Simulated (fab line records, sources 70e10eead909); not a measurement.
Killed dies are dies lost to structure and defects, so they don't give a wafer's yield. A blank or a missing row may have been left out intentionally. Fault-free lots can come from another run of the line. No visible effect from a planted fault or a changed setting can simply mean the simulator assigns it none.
Struck lot and sound lot, side by side + flow nand-harc + 24 steps out of a route of 1159
Sound: wafers L449.1, L449.5, L449.6. Struck: wafers L458.1, L458.6. (L458.3 of the same lot was not struck and is left out.) The cause comes at the end.
At each step with rows: each side's tool, then ch and its chambers, then its first start. Under that, the readings that differ: sound wafers + struck wafers + difference of the means + sigmas: that difference in standard deviations of wafers without a fault.
alike: words and numbers the same on both sides, and readings whose means are apart by under 2 such deviations; not compared: readings that were withheld, readings missing a value for some wafer, numbers with overlapping values and no deviation given by the record, and bounds like >300 which may hide the same value.
Wherever a step has rows on one side only, a row that says differs or no value, or a row with sigmas, the two part there. Non-overlapping numbers with no deviation appear without sigmas and do not part them. Lack of a reading on every wafer of one side parts them only where that side has two or more wafers.

NHARC_P_M1_INSPECT_27:
  sound on defect-inspect-02 at day 7 17:35; struck on defect-inspect-01 at day 9 23:35
  alike: raw-defect-count
NHARC_P_M1_PRE_CLEAN_32: time 12 s.
  sound on pecvd-03 ch 0,1, day 7 17:58; struck on pecvd-01 ch 0,2, day 9 23:39
  alike: heater-power-w
NHARC_P_M1_DEP_33: deposits SiCN, target thk 30 nm.
  sound on pecvd-03 ch 0,1, day 7 18:04; struck on pecvd-01 ch 0,2, day 9 23:43
  alike: chamber-pressure-Torr, heater-power-w, showerhead-vpp-V
then, 8 steps without rows for these wafers: NHARC_P_M2_DEP_00 (deposits SiOC, target thk 182.5 nm); NHARC_P_M2_DEHYDRATE_01 (time 120 s); NHARC_P_M2_HMDS_02 (time 30 s); NHARC_P_M2_COAT_34 (time 65 s); NHARC_P_M2_COAT_03 (resist thk 90 nm); NHARC_P_M2_SOFTBAKE_04 (time 55 s); NHARC_P_M2_EBR_05; NHARC_P_M2_EXPOSE_06 (exposes mask P M2, target cd 170 nm).
NHARC_P_M2_PEB_07: peb time 65 s.
  sound on litho-track-04 ch 0, day 7 19:12; struck on litho-track-04 ch 0, day 10 00:59
| reading                  | sound             | struck      | difference | sigmas |
|--------------------------|-------------------|-------------|------------|--------|
| heater-power-total-W (W) | 156.8 156.3 156.2 | 175.1 176.3 | +19.3      | +47    |
  alike: resist-line-temp-C
then, 1 step without rows for these wafers: NHARC_P_M2_DEVELOP_08 (develop time 35 s).
NHARC_P_M2_CD_MEAS_09: target cd 170 nm.
  sound on cd-sem-03 ch 0, day 7 19:17; struck on cd-sem-03 ch 0, day 10 01:04
| reading    | sound             | struck      | difference | sigmas |
|------------|-------------------|-------------|------------|--------|
| cd-nm (nm) | 170.2 170.4 170.8 | 163.7 162.5 | -7.4       | -13    |
NHARC_P_M2_OVL_MEAS_10: pitch 340 nm.
  sound on overlay-01 at day 7 19:22; struck on overlay-01 at day 10 01:09
  alike: overlay-x-nm, overlay-y-nm
NHARC_P_M2_INSPECT_11:
  sound on defect-inspect-02 at day 7 19:25; struck on defect-inspect-02 at day 10 01:11
  alike: raw-defect-count
NHARC_P_M2_DESCUM_14: chemistry O2, time 3 s.
  sound on rie-diel-04 ch 1,2, day 7 19:28; struck on rie-diel-11 ch 0,3, day 10 01:15
| reading                | sound                | struck        | difference | sigmas |
|------------------------|----------------------|---------------|------------|--------|
| throttle-valve-pct (%) | 11.306 11.306 11.304 | 11.333 11.321 | +0.022     | +2     |
| model.P_M2.cd-nm (nm)  | 170.4 170.2 170.6    | 163.6 162.8   | -7.2       |        |
  alike: chamber-pressure-mTorr, drypump-motor-current-A, oes-product-au, rf-vpp-V, showerhead-plenum-p-Torr
  not compared: rf-hours-counter-h
NHARC_P_M2_ETCH_35: etches the open film in N2/H2, target depth 40 nm, overetch 12 nm, time 43.94 s.
  sound on rie-diel-04 ch 2,3, day 7 19:34; struck on rie-diel-11 ch 0,2, day 10 01:20
  alike: bias-w, chamber-pressure-mTorr, drypump-motor-current-A, n2-flow-sccm, oes-product-au, rf-vpp-V, showerhead-plenum-p-Torr, throttle-valve-pct
  not compared: rf-hours-counter-h
NHARC_P_M2_ETCH_15: etches the open film in C4F8/Ar, target depth 182.5 nm, time 91.2 s.
  sound on rie-diel-04 ch 1,2,3; struck on rie-diel-11 ch 1,3
  alike: bias-w, chamber-pressure-mTorr, oes-product-au, rf-vpp-V
  not compared: rf-hours-counter-h
NHARC_P_M2_CD_MEAS_16:
  sound on cd-sem-01 at day 7 19:46; struck on cd-sem-03 at day 10 01:33
| reading    | sound             | struck      | difference | sigmas |
|------------|-------------------|-------------|------------|--------|
| cd-nm (nm) | 170.6 169.8 170.5 | 163.1 162.6 | -7.5       | -10    |
NHARC_P_M2_STRIP_18: strips in N2/H2.
  sound on rie-diel-04 ch 2,3, day 7 19:52; struck on rie-diel-04 ch 1,3, day 10 01:41
  alike: chamber-pressure-mTorr, drypump-motor-current-A, n2-flow-sccm, oes-product-au, rf-vpp-V, showerhead-plenum-p-Torr, throttle-valve-pct
  not compared: rf-hours-counter-h
NHARC_P_M2_ETCH_28: etches the open film in CF4/N2, target depth 30 nm, time 72.99 s.
  sound on rie-diel-04 ch 0,1,3; struck on rie-diel-04 ch 2,3
| reading               | sound             | struck      | difference | sigmas |
|-----------------------|-------------------|-------------|------------|--------|
| model.P_M2.cd-nm (nm) | 170.9 170.5 170.2 | 163.1 162.6 | -7.7       |        |
  alike: bias-w, chamber-pressure-mTorr, drypump-motor-current-A, n2-flow-sccm, oes-product-au, rf-vpp-V, showerhead-plenum-p-Torr, throttle-valve-pct
  not compared: rf-hours-counter-h
then, 1 step without rows for these wafers: NHARC_P_M2_STRIP_19 (strips in post etch residue remover, time 600 s).
-- the record jumps here: 13 days lie between the struck wafers' starts before and after (it left off in module P_M2 and takes up again in module END, whose first step shown is number 1159 of the route) --
NHARC_END_SORT_01:
  here the record holds rows for the struck wafers (prober-02 ch 0, day 23 01:43) but none for the sound ones

WHERE THEY PART
At NHARC_P_M2_PEB_07 first; at NHARC_END_SORT_01 last (within this record only).

WHY: what the simulator had put in
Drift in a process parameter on litho-track-04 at NHARC_P_M2_PEB_07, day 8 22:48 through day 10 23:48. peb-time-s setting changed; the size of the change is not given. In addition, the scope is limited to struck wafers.
